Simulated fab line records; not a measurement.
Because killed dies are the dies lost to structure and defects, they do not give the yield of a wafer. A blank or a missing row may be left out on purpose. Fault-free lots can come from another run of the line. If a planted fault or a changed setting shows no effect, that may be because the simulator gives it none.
fab line records ; flow nand_harc ; part 1 of 2: steps 1 to 25 of 38
[record] lots = 5; wafers = 15; last_day = 34
route steps=1302 shown A_ZERO_WELL@401 A_SOURCE_PLATE@413 A_ONON_D1@424
lots with no fault: from the same line, run without faults
start_h: the number of hours between the record's first day and the start of the first shown wafer of the lot ; wait_h: hours since the lot's step before ; " same as the row above ; L1.1+2: several wafers, shown together as one row ; - either no value or no given start ; * or withheld: withheld ; < > ~ a bound
route shown NAME@n: NAME is a module with steps in the file, n the number in the route of the first one ; usual: mean and standard deviation over wafers with no fault ; same: alike in all rows ; chamber/n: place in a boat ; sites: the reading at each site ; _std_site: how widely they spread, as a standard deviation ; _edge_site: mean of outer sites minus mean of inner sites ; radius_mm: how far each site lies from the wafer's centre ; mask NAME#n: copy n ; behind: the last tool/chamber to shape the wafer ; hold: why the lot was held/for how many hours/how that ended ; device: the n, p or np transistor that did not switch ; end of line: tests of these same wafers at the route's end ; for a step that has no rows: nothing shown but its recipe ; killed: count of dies lost to structure and defects at first sort (not the wafer's yield) ; map: a wafer's dies, marking killed ones x, the rest . and places with no die _
set.NAME: the setting the step ran with; set.NAME@STEP: the setting that earlier step ran with ; model.NAME: the simulator's own value behind a step, which no gauge read
lots at some steps of the route; a table a step, a row a wafer
services: when a tool's chamber went out of use (start_h, in hours from the record's first day, below 0 if earlier), for how many hours, and the reason
[[steps]]
[step NHARC_A_ZERO_WELL_CD_MEAS_10]
[recipe] target_cd_nm = 2000; landing_energy_ev = 500
[usual] cd_nm = 2000.9/2.1
lot.wafer;tool;chamber;start_h;wait_h;cd_nm
L078.1;cd_sem-01;0;184.97;-;2001.7
L078.2;cd_sem-01;0;184.97;-;2000.2
L078.4;cd_sem-01;0;184.97;-;2000.6
L081.3;cd_sem-03;0;213.93;-;1995.7
L081.5;cd_sem-03;0;213.93;-;1997.1
L081.6;cd_sem-03;0;213.93;-;1999.4
L085.1;cd_sem-02;0;252.71;-;2000.0
L085.2;cd_sem-02;0;252.71;-;1998.6
L085.4;cd_sem-02;0;252.71;-;2000.5
L092.4;cd_sem-03;0;324.88;-;2004.0
L092.5;cd_sem-03;0;324.88;-;2000.2
L092.6;cd_sem-03;0;324.88;-;2001.5
L097.1;cd_sem-02;0;364.68;-;2000.0
L097.2;cd_sem-02;0;364.68;-;1998.8
L097.6;cd_sem-02;0;364.68;-;2001.8
[step NHARC_A_ZERO_WELL_HARDBAKE_11]
[recipe] temp_c = 118; time_s = 65
[same] time_s = 65
lot.wafer;tool;chamber;start_h;wait_h
L078.1+2+4;litho_track-05;0;185.05;-
L081.3+5+6;litho_track-05;0;214.01;-
L085.1+2+4;litho_track-05;0;252.79;-
L092.4+5+6;litho_track-02;0;324.96;-
L097.1+2+6;litho_track-05;0;364.76;-
[step NHARC_A_ZERO_WELL_DESCUM_12]
[recipe] time_s = 3; o2_flow_sccm = 200; ar_flow_sccm = 0; bias_power_w = 0; chemistry = O2
[usual] drypump_motor_current_A = 5.8/0.48; oes_product_au = 0.998/0.0094; rf_vpp_V = 57.6/0.99; showerhead_plenum_p_Torr = 1.89/0.09; throttle_valve_pct = 11.312/0.0093
[same] time_s = 3
lot.wafer;tool;chamber;start_h;wait_h;drypump_motor_current_A;oes_product_au;rf_hours_counter_h;rf_vpp_V;showerhead_plenum_p_Torr;throttle_valve_pct
L078.1;rie_diel-05;3;185.12;-;5.0;0.986;3;58.3;2.01;11.320
L078.4;rie_diel-05;1;185.12;-;5.5;0.976;2;58.2;1.78;11.307
L078.2;rie_diel-05;2;185.12;-;5.9;1.000;3;58.0;1.94;11.301
L081.3;rie_diel-05;2;214.10;-;5.9;0.994;4;58.6;1.94;11.325
L081.5;rie_diel-05;0;214.10;-;6.4;1.003;-;58.2;1.79;11.307
L081.6;rie_diel-05;1;214.10;-;5.6;0.992;-;56.2;1.78;11.314
L085.1;rie_diel-01;3;252.87;-;5.4;1.007;6;58.0;1.91;11.328
L085.4;rie_diel-01;1;252.87;-;6.3;1.009;6;57.4;1.94;11.316
L085.2;rie_diel-01;2;252.87;-;5.9;0.993;6;57.8;1.84;11.308
L092.4;rie_diel-05;0;325.03;-;6.3;0.985;3;56.7;1.79;11.302
L092.6;rie_diel-05;0;325.03;-;6.4;0.991;-;58.1;1.79;11.312
L092.5;rie_diel-05;1;325.03;-;5.5;1.005;-;57.9;1.78;11.304
L097.2;rie_diel-05;3;364.85;-;5.0;0.985;3;58.8;2.01;11.309
L097.1;rie_diel-05;0;364.85;-;6.4;0.994;3;57.1;1.79;11.311
L097.6;rie_diel-05;3;364.85;-;5.0;0.986;-;57.8;2.01;11.285
[step NHARC_A_ZERO_WELL_ETCH_19]
[recipe] target_depth_a = 800; overetch_a = 240; time_s = 87.88; ion_energy_ev = 200; n2_flow_sccm = 150; h2_flow_sccm = 150; ar_flow_sccm = 0; rf_w = 400; bias_w = 150; chemistry = N2/H2
[usual] drypump_motor_current_A = 5.8/0.48; oes_product_au = 0.999/0.0086; rf_fwd_power_W = 396.7/1.2; rf_vpp_V = 429.9/2.9; showerhead_plenum_p_Torr = 2.02/0.098; throttle_valve_pct = 14.172/0.0092
[same] time_s = 87.88
lot.wafer;tool;chamber;start_h;wait_h;drypump_motor_current_A;oes_product_au;rf_fwd_power_W;rf_hours_counter_h;rf_vpp_V;showerhead_plenum_p_Torr;throttle_valve_pct
L078.4;rie_diel-05;2;185.21;0.1;5.9;1.009;397.1;3;430.6;2.07;14.168
L078.1;rie_diel-05;3;185.21;0.1;5.0;0.984;399.3;3;432.8;2.14;14.174
L078.2;rie_diel-05;1;185.21;0.1;5.5;0.985;394.8;2;427.2;1.90;14.159
L081.3;rie_diel-05;0;214.18;0.1;6.4;1.006;396.0;4;426.8;1.90;14.177
L081.6;rie_diel-05;2;214.18;0.1;6.0;1.011;394.6;-;431.1;2.07;14.153
L081.5;rie_diel-05;3;214.18;0.1;5.0;0.989;397.2;-;435.0;2.14;14.167
L085.1;rie_diel-01;1;252.95;0.1;6.3;0.992;397.1;6;431.0;2.07;14.171
L085.4;rie_diel-01;2;252.95;0.1;5.9;0.999;397.5;6;428.2;1.95;14.170
L085.2;rie_diel-01;0;252.95;0.1;5.6;0.986;397.7;7;430.7;1.99;14.188
L092.4;rie_diel-05;1;325.13;0.1;5.5;1.001;397.4;2;427.0;1.90;14.181
L092.5;rie_diel-05;2;325.13;0.1;5.9;1.006;395.3;-;431.8;2.07;14.167
L092.6;rie_diel-05;3;325.13;0.1;5.0;0.989;395.1;-;433.1;2.14;14.178
L097.2;rie_diel-05;2;364.94;0.1;5.9;1.009;393.6;3;430.3;2.07;14.177
L097.1;rie_diel-05;3;364.94;0.1;5.0;0.988;397.9;3;434.6;2.14;14.183
L097.6;rie_diel-05;1;364.94;0.1;5.5;0.999;397.4;-;426.6;1.90;14.174
[step NHARC_A_ZERO_WELL_ETCH_13]
[recipe] target_depth_a = 1200; time_s = 40.1; hbr_flow_sccm = 150; cl2_flow_sccm = 50; rf_w = 400; icp_w = 400; bias_w = 100; chemistry = HBr/Cl2
[usual] drypump_motor_current_A = 5.9/0.42; he_backside_leak_sccm = 2.69/0.29; mfc_cl2_sccm = 50.02/0.14; oes_product_au = 1.004/0.01; rf_fwd_power_W = 394.6/2; throttle_valve_pct = 26.406/0.01
[same] time_s = 40.1
lot.wafer;tool;chamber;start_h;wait_h;drypump_motor_current_A;he_backside_leak_sccm;mfc_cl2_sccm;oes_product_au;rf_fwd_power_W;rf_hours_counter_h;throttle_valve_pct
L078.4;rie_si-05;2;185.33;-;5.4;2.66;49.89;1.004;391.5;0.3;26.427
L078.2;rie_si-05;3;185.33;-;5.5;2.94;50.37;1.000;392.5;0.4;26.416
L078.1;rie_si-05;1;185.33;-;5.8;2.39;50.12;0.999;394.5;0.4;26.412
L081.3;rie_si-04;1;214.31;-;6.4;2.82;49.90;0.988;397.2;0.3;26.427
L081.5;rie_si-04;0;214.31;-;5.6;2.67;50.29;1.007;396.4;-;26.386
L081.6;rie_si-04;1;214.31;-;6.4;2.97;49.90;0.992;395.6;-;26.421
L085.1;rie_si-05;0;253.08;-;5.8;2.81;49.67;1.004;395.9;0.7;26.403
L085.2;rie_si-05;1;253.08;-;5.7;2.29;50.15;0.995;395.6;0.7;26.405
L085.4;rie_si-05;2;253.08;-;5.4;2.66;50.01;0.993;391.7;0.6;26.420
L092.4;rie_si-04;2;325.23;-;5.0;2.34;50.02;0.999;394.0;0.9;26.408
L092.5;rie_si-04;2;325.23;-;5.0;2.38;50.18;1.011;396.6;-;26.411
L092.6;rie_si-04;3;325.23;-;6.3;2.47;49.87;0.991;395.9;-;26.408
L097.2;rie_si-06;0;365.04;-;6.5;2.66;50.19;1.027;395.7;0.6;26.400
L097.1;rie_si-06;2;365.04;-;6.2;2.42;50.01;1.013;393.5;0.8;26.408
L097.6;rie_si-06;0;365.04;-;6.5;2.60;50.00;1.033;393.8;-;26.412
[step NHARC_A_ZERO_WELL_STRIP_14]
[recipe] time_s = 900; temp_c = 130; chemistry = SPM
[same] time_s = 900
lot.wafer;tool;chamber;start_h;wait_h
L078.2+1+4;wet_bench-09;4,6,7;185.47;-
L081.6+3+5;wet_bench-02;5,6,0;214.45;-
L085.2+4+1;wet_bench-03;5,6,1;253.22;-
L092.4+5+6;wet_bench-09;3,4,6;325.39;-
L097.1+6+2;wet_bench-09;5,7,1;365.19;-
[step NHARC_A_ZERO_WELL_IMPLANT_15]
[recipe] energy_kev = 150; dose_cm2 = 1e+13; tilt_deg = 7
[usual] faraday_current_uA = 126.6/2.9
lot.wafer;tool;chamber;start_h;wait_h;faraday_current_uA
L078.1;implanter-01;0;185.88;0.1;123.1
L078.2;implanter-01;0;185.88;0.1;130.9
L078.4;implanter-01;0;185.88;0.1;132.1
L081.3;implanter-02;0;214.91;0.1;122.5
L081.5;implanter-02;0;214.91;0.1;130.8
L081.6;implanter-02;0;214.91;0.1;126.5
L085.1;implanter-01;0;253.65;0.1;126.9
L085.2;implanter-01;0;253.65;0.1;122.7
L085.4;implanter-01;0;253.65;0.1;124.5
L092.4;implanter-02;0;325.87;0.1;126.8
L092.5;implanter-02;0;325.87;0.1;129.0
L092.6;implanter-02;0;325.87;0.1;125.8
L097.1;implanter-02;0;365.60;0.1;130.0
L097.2;implanter-02;0;365.60;0.1;126.3
L097.6;implanter-02;0;365.60;0.1;122.4
[step NHARC_A_ZERO_WELL_PRECLEAN_22]
[recipe] time_s = 60; temp_c = 50; bath_age_min = 0; chemistry = SC1
[usual] diw_flow_mL_min = 1415/4.2; nh4oh_flow_mL_min = 28.31/0.094
[same] time_s = 60
lot.wafer;tool;chamber;start_h;wait_h;diw_flow_mL_min;nh4oh_flow_mL_min
L078.1;wet_bench-02;2;186.09;0.2;1416;28.34
L078.4;wet_bench-02;4;186.09;0.2;1416;28.31
L078.2;wet_bench-02;6;186.09;0.2;1415;28.27
L081.5;wet_bench-09;0;215.06;0.1;1421;28.28
L081.3;wet_bench-09;1;215.06;0.1;1410;28.36
L081.6;wet_bench-09;2;215.06;0.1;1424;28.19
L085.4;wet_bench-09;6;253.87;0.1;1419;28.25
L085.1;wet_bench-09;7;253.87;0.1;1415;28.19
L085.2;wet_bench-09;0;253.87;0.1;1407;28.36
L092.5;wet_bench-02;1;326.00;0.1;1410;28.27
L092.6;wet_bench-02;2;326.00;0.1;1419;28.05
L092.4;wet_bench-02;4;326.00;0.1;1417;28.26
L097.6;wet_bench-02;4;365.81;0.0;1416;28.33
L097.2;wet_bench-02;6;365.81;0.0;1411;28.36
L097.1;wet_bench-02;0;365.81;0.0;1413;28.34
[step NHARC_A_ZERO_WELL_SRD_23]
lot.wafer;tool;chamber;start_h;wait_h
L078.1+4+2;wet_bench-02;2,4,6;-;-
L081.5+3+6;wet_bench-09;0,1,2;-;-
L085.4+1+2;wet_bench-09;6,7,0;-;-
L092.5+6+4;wet_bench-02;1,2,4;-;-
L097.6+2+1;wet_bench-02;4,6,0;-;-
[step NHARC_A_ZERO_WELL_RTA_16]
[recipe] temp_c = 1000; time_s = 10
[usual] anneal_temp_c_max = 1003.5/0.77; lamp_power_pct = 33.6/0.39; lamp_zone_2_pct = 33.6/0.39; lamp_zone_3_pct = 33.6/0.39; lamp_zone_5_pct = 33.6/0.39; wafer_temp_C_max = 1006.2/1.1
[same] time_s = 10
lot.wafer;tool;chamber;start_h;wait_h;anneal_temp_c_max;lamp_power_pct;lamp_zone_2_pct;lamp_zone_3_pct;lamp_zone_5_pct;wafer_temp_C_max
L078.1;rtp_anneal-01;0;186.22;-;1003.9;34.0;33.9;33.9;34.0;1006.0
L078.2;rtp_anneal-01;0;186.22;-;1002.6;33.9;34.0;34.0;34.0;1006.7
L078.4;rtp_anneal-01;0;186.22;-;1003.3;33.9;33.9;34.0;33.9;1007.0
L081.3;rtp_anneal-02;0;215.26;-;1003.3;33.2;33.2;33.2;33.2;1007.5
L081.5;rtp_anneal-02;0;215.26;-;1002.8;33.2;33.3;33.2;33.2;1008.7
L081.6;rtp_anneal-02;0;215.26;-;1003.6;33.3;33.2;33.2;33.2;1008.6
L085.1;rtp_anneal-02;0;254.01;-;1004.0;33.2;33.2;33.2;33.3;1007.3
L085.2;rtp_anneal-02;0;254.01;-;1001.9;33.2;33.2;33.2;33.2;1007.2
L085.4;rtp_anneal-02;0;254.01;-;1002.8;33.1;33.2;33.2;33.2;1006.4
L092.4;rtp_anneal-01;0;326.21;-;1002.7;33.9;34.0;34.0;34.0;1006.3
L092.5;rtp_anneal-01;0;326.21;-;1005.1;33.9;33.9;34.0;34.0;1005.7
L092.6;rtp_anneal-01;0;326.21;-;1005.6;33.9;34.0;33.9;33.9;1004.8
L097.1;rtp_anneal-01;0;365.94;-;1004.0;33.9;34.0;34.0;34.0;1004.6
L097.2;rtp_anneal-01;0;365.94;-;1003.2;34.0;33.9;34.0;34.0;1005.6
L097.6;rtp_anneal-01;0;365.94;-;1004.1;34.0;34.0;34.0;33.9;1005.7
[step NHARC_A_ZERO_WELL_INSPECT_17]
[usual] raw_defect_count = 11/6
lot.wafer;tool;chamber;start_h;wait_h;raw_defect_count
L078.1;defect_inspect-02;-;186.42;0.2;8
L078.2;defect_inspect-02;-;186.42;0.2;14
L078.4;defect_inspect-02;-;186.42;0.2;23
L081.3;defect_inspect-01;-;215.40;0.1;12
L081.5;defect_inspect-01;-;215.40;0.1;9
L081.6;defect_inspect-01;-;215.40;0.1;7
L085.1;defect_inspect-02;-;254.20;0.2;11
L085.2;defect_inspect-02;-;254.20;0.2;8
L085.4;defect_inspect-02;-;254.20;0.2;14
L092.4;defect_inspect-01;-;326.32;0.1;7
L092.5;defect_inspect-01;-;326.32;0.1;5
L092.6;defect_inspect-01;-;326.32;0.1;7
L097.1;defect_inspect-01;-;366.14;0.2;20
L097.2;defect_inspect-01;-;366.14;0.2;8
L097.6;defect_inspect-01;-;366.14;0.2;9
[step NHARC_A_SOURCE_PLATE_PRECLEAN_00]
[recipe] time_s = 60; chemistry = HF-LAST
[same] time_s = 60
lot.wafer;tool;chamber;start_h;wait_h
L078.4+1+2;wet_bench-01;2,3,6;186.47;0.0
L081.6+3+5;wet_bench-06;1,2,4;215.45;0.1
L085.2+1+4;wet_bench-05;1,3,4;254.26;0.1
L092.4+5+6;wet_bench-01;6,2,3;326.37;0.0
L097.2+6+1;wet_bench-01;7,0,1;366.20;0.1
[step NHARC_A_SOURCE_PLATE_SRD_01]
lot.wafer;tool;chamber;start_h;wait_h
L078.4+1+2;wet_bench-01;2,3,6;-;-
L081.6+3+5;wet_bench-06;1,2,4;-;-
L085.2+1+4;wet_bench-05;1,3,4;-;-
L092.4+5+6;wet_bench-01;6,2,3;-;-
L097.2+6+1;wet_bench-01;7,0,1;-;-
[step NHARC_A_SOURCE_PLATE_OXIDE_02]
[recipe] target_thk_a = 100; temp_c = 900; ox_time_s = 1362; material = SiO2
[usual] zone_power_bottom_pct = 28.5/2.5; zone_power_top_pct = 31.9/1.6
lot.wafer;tool;chamber;start_h;wait_h;zone_power_bottom_pct;zone_power_top_pct
L078.1;furnace-01;0;189.72;-;26.2;30.4
L078.2;furnace-01;0;189.72;-;26.2;30.8
L078.4;furnace-01;0;189.72;-;26.5;30.4
L081.3;furnace-03;0;218.16;-;30.7;31.6
L081.5;furnace-03;0;218.16;-;31.4;31.4
L081.6;furnace-03;0;218.16;-;30.9;32.0
L085.1;furnace-03;0;260.44;-;30.8;31.5
L085.2;furnace-03;0;260.44;-;31.2;31.5
L085.4;furnace-03;0;260.44;-;30.5;31.7
L092.4;furnace-01;0;329.58;-;26.0;30.7
L092.5;furnace-01;0;329.58;-;26.5;31.0
L092.6;furnace-01;0;329.58;-;26.1;31.0
L097.1;furnace-03;0;368.90;-;30.4;31.1
L097.2;furnace-03;0;368.90;-;31.1;31.1
L097.6;furnace-03;0;368.90;-;31.1;32.0
[step NHARC_A_SOURCE_PLATE_THK_MEAS_09]
[recipe] thk_meas_gauge = ellipsometry
[usual] thk_nm = 9.9/1
lot.wafer;tool;chamber;start_h;wait_h;thk_nm
L078.1;film_metro-02;-;193.79;0.4;9.6
L078.2;film_metro-02;-;193.79;0.4;8.2
L078.4;film_metro-02;-;193.79;0.4;8.5
L081.3;film_metro-02;-;222.14;0.4;9.5
L081.5;film_metro-02;-;222.14;0.4;10.7
L081.6;film_metro-02;-;222.14;0.4;10.6
L085.1;film_metro-01;-;264.50;0.4;8.5
L085.2;film_metro-01;-;264.50;0.4;9.7
L085.4;film_metro-01;-;264.50;0.4;8.5
L092.4;film_metro-02;-;333.62;0.4;9.3
L092.5;film_metro-02;-;333.62;0.4;9.3
L092.6;film_metro-02;-;333.62;0.4;9.1
L097.1;film_metro-02;-;372.97;0.4;9.5
L097.2;film_metro-02;-;372.97;0.4;9.6
L097.6;film_metro-02;-;372.97;0.4;9.8
[step NHARC_A_SOURCE_PLATE_PVD_04]
[recipe] target_thk_a = 500; material = WSi2
lot.wafer;tool;chamber;start_h;wait_h
L078.1+4+2;pvd_sputter-01;-;193.84;0.1
L081.3+5+6;pvd_sputter-01;-;222.21;0.1
L085.1+2+4;pvd_sputter-01;-;264.56;0.1
L092.4+6+5;pvd_sputter-03;-;333.69;0.1
L097.1+2+6;pvd_sputter-01;-;373.02;0.1
[step NHARC_A_SOURCE_PLATE_CVD_03]
[recipe] target_thk_a = 2000; temp_c = 620; pressure_mtorr = 200; time_s = 4000; material = poly-Si
[usual] zone_power_bottom_pct = 14.7/0.64; zone_power_top_pct = 19.4/1.1
[same] time_s = 4000
lot.wafer;tool;chamber;start_h;wait_h;zone_power_bottom_pct;zone_power_top_pct
L078.1;lpcvd_poly-02;0;196.36;-;15.6;18.7
L078.2;lpcvd_poly-02;0;196.36;-;15.1;18.9
L078.4;lpcvd_poly-02;0;196.36;-;15.3;18.5
L081.3;lpcvd_poly-04;0;227.40;-;14.0;18.7
L081.5;lpcvd_poly-04;0;227.40;-;14.1;18.8
L081.6;lpcvd_poly-04;0;227.40;-;14.1;18.8
L085.1;lpcvd_poly-02;0;267.07;-;15.3;18.7
L085.2;lpcvd_poly-02;0;267.07;-;15.5;18.9
L085.4;lpcvd_poly-02;0;267.07;-;15.1;18.8
L092.4;lpcvd_poly-01;0;336.21;-;14.4;21.3
L092.5;lpcvd_poly-01;0;336.21;-;14.4;21.5
L092.6;lpcvd_poly-01;0;336.21;-;14.4;21.9
L097.1;lpcvd_poly-01;0;375.56;-;14.0;21.4
L097.2;lpcvd_poly-01;0;375.56;-;14.3;21.5
L097.6;lpcvd_poly-01;0;375.56;-;14.7;21.3
[step NHARC_A_SOURCE_PLATE_ANNEAL_05]
[recipe] temp_c = 850; time_s = 1800
[usual] zone_power_bottom_pct = 25.0/2.2; zone_power_top_pct = 29.4/1.8
[same] time_s = 1800
lot.wafer;tool;chamber;start_h;wait_h;zone_power_bottom_pct;zone_power_top_pct
L078.1;furnace-03;0;202.41;2.9;27.5;28.6
L078.2;furnace-03;0;202.41;2.9;27.9;28.8
L078.4;furnace-03;0;202.41;2.9;27.7;29.3
L081.3;furnace-03;0;237.66;7.2;27.6;29.4
L081.5;furnace-03;0;237.66;7.2;27.4;29.0
L081.6;furnace-03;0;237.66;7.2;27.0;29.1
L085.1;furnace-03;0;273.39;3.2;27.6;29.3
L085.2;furnace-03;0;273.39;3.2;27.4;28.7
L085.4;furnace-03;0;273.39;3.2;27.1;28.9
L092.4;furnace-08;0;342.80;3.5;22.8;32.7
L092.5;furnace-08;0;342.80;3.5;22.9;33.0
L092.6;furnace-08;0;342.80;3.5;22.9;31.7
L097.1;furnace-01;0;382.08;3.4;23.4;27.5
L097.2;furnace-01;0;382.08;3.4;23.7;28.0
L097.6;furnace-01;0;382.08;3.4;23.1;27.6
[step NHARC_A_SOURCE_PLATE_THK_MEAS_06]
[recipe] thk_meas_gauge = ellipsometry
[usual] thk_nm = 199.3/2.2
lot.wafer;tool;chamber;start_h;wait_h;thk_nm
L078.1;film_metro-01;-;206.38;0.4;197.6
L078.2;film_metro-01;-;206.38;0.4;198.0
L078.4;film_metro-01;-;206.38;0.4;198.5
L081.3;film_metro-02;-;241.58;0.4;202.2
L081.5;film_metro-02;-;241.58;0.4;202.3
L081.6;film_metro-02;-;241.58;0.4;201.7
L085.1;film_metro-02;-;277.33;0.4;200.3
L085.2;film_metro-02;-;277.33;0.4;198.9
L085.4;film_metro-02;-;277.33;0.4;199.2
L092.4;film_metro-01;-;346.76;0.4;197.6
L092.5;film_metro-01;-;346.76;0.4;199.3
L092.6;film_metro-01;-;346.76;0.4;195.3
L097.1;film_metro-02;-;388.18;2.5;196.7
L097.2;film_metro-02;-;388.18;2.5;199.1
L097.6;film_metro-02;-;388.18;2.5;194.4
[step NHARC_A_SOURCE_PLATE_INSPECT_08]
[usual] raw_defect_count = 58/23
lot.wafer;tool;chamber;start_h;wait_h;raw_defect_count
L078.1;defect_inspect-02;-;206.45;0.0;45
L078.2;defect_inspect-02;-;206.45;0.0;37
L078.4;defect_inspect-02;-;206.45;0.0;55
L081.3;defect_inspect-01;-;241.64;0.0;82
L081.5;defect_inspect-01;-;241.64;0.0;86
L081.6;defect_inspect-01;-;241.64;0.0;70
L085.1;defect_inspect-01;-;277.39;0.0;63
L085.2;defect_inspect-01;-;277.39;0.0;25
L085.4;defect_inspect-01;-;277.39;0.0;45
L092.4;defect_inspect-01;-;346.82;0.0;39
L092.5;defect_inspect-01;-;346.82;0.0;75
L092.6;defect_inspect-01;-;346.82;0.0;34
L097.1;defect_inspect-02;-;388.25;0.0;91
L097.2;defect_inspect-02;-;388.25;0.0;50
L097.6;defect_inspect-02;-;388.25;0.0;74
[step NHARC_A_ONON_D1_DEP_00]
[recipe] target_thk_a = 10000; n2_flow_sccm = 2750; n2o_flow_sccm = 2000; nh3_flow_sccm = 500; sih4_flow_sccm = 210; temp_c = 400
lot.wafer;tool;chamber;start_h;wait_h
L078.1+2+4;pecvd_onon-01;0;206.51;0.1
L081.3+5+6;pecvd_onon-01;0;241.82;0.2
L085.1+2+4;pecvd_onon-02;0;277.46;0.1
L092.4+5+6;pecvd_onon-01;0;347.06;0.2
L097.1+2+6;pecvd_onon-02;0;388.40;0.2
[step NHARC_A_ONON_D1_THK_MEAS_02]
[recipe] thk_meas_gauge = ellipsometry
[usual] thk_nm = 1005/8.3
lot.wafer;tool;chamber;start_h;wait_h;thk_nm
L078.1;film_metro-01;-;207.02;-;1012
L078.2;film_metro-01;-;207.02;-;1010
L078.4;film_metro-01;-;207.02;-;1011
L081.3;film_metro-01;-;242.22;-;1005
L081.5;film_metro-01;-;242.22;-;1003
L081.6;film_metro-01;-;242.22;-;1003
L085.1;film_metro-01;-;277.97;-;999
L085.2;film_metro-01;-;277.97;-;998
L085.4;film_metro-01;-;277.97;-;998
L092.4;film_metro-01;-;347.40;-;1015
L092.5;film_metro-01;-;347.40;-;1015
L092.6;film_metro-01;-;347.40;-;1015
L097.1;film_metro-02;-;388.91;-;1007
L097.2;film_metro-02;-;388.91;-;1008
L097.6;film_metro-02;-;388.91;-;1008
[step NHARC_A_ONON_D1_DEP_03]
[recipe] target_thk_a = 10000; n2_flow_sccm = 2750; n2o_flow_sccm = 2000; nh3_flow_sccm = 500; sih4_flow_sccm = 210; temp_c = 400
lot.wafer;tool;chamber;start_h;wait_h
L078.1+2+4;pecvd_onon-01;0;207.08;0.1
L081.3+5+6;pecvd_onon-01;0;242.39;0.2
L085.1+2+4;pecvd_onon-02;0;278.03;0.1
L092.4+5+6;pecvd_onon-04;0;347.63;0.2
L097.1+2+6;pecvd_onon-01;0;388.97;0.1
[step NHARC_A_ONON_D1_THK_MEAS_05]
[recipe] thk_meas_gauge = ellipsometry
[usual] thk_nm = 1002/14
lot.wafer;tool;chamber;start_h;wait_h;thk_nm
L078.1;film_metro-02;-;207.59;-;998
L078.2;film_metro-02;-;207.59;-;997
L078.4;film_metro-02;-;207.59;-;997
L081.3;film_metro-02;-;242.78;-;1029
L081.5;film_metro-02;-;242.78;-;1030
L081.6;film_metro-02;-;242.78;-;1031
L085.1;film_metro-01;-;278.54;-;1011
L085.2;film_metro-01;-;278.54;-;1011
L085.4;film_metro-01;-;278.54;-;1013
L092.4;film_metro-01;-;347.96;-;1027
L092.5;film_metro-01;-;347.96;-;1025
L092.6;film_metro-01;-;347.96;-;1026
L097.1;film_metro-02;-;389.48;-;994
L097.2;film_metro-02;-;389.48;-;995
L097.6;film_metro-02;-;389.48;-;993
[step NHARC_A_ONON_D1_DEP_06]
[recipe] target_thk_a = 10000; n2_flow_sccm = 2750; n2o_flow_sccm = 2000; nh3_flow_sccm = 500; sih4_flow_sccm = 210; temp_c = 400
lot.wafer;tool;chamber;start_h;wait_h
L078.1+2+4;pecvd_onon-01;0;207.65;0.1
L081.3+5+6;pecvd_onon-02;0;242.95;0.2
L085.1+2+4;pecvd_onon-02;0;278.59;0.1
L092.4+5+6;pecvd_onon-02;0;348.19;0.2
L097.1+2+6;pecvd_onon-04;0;389.54;0.1
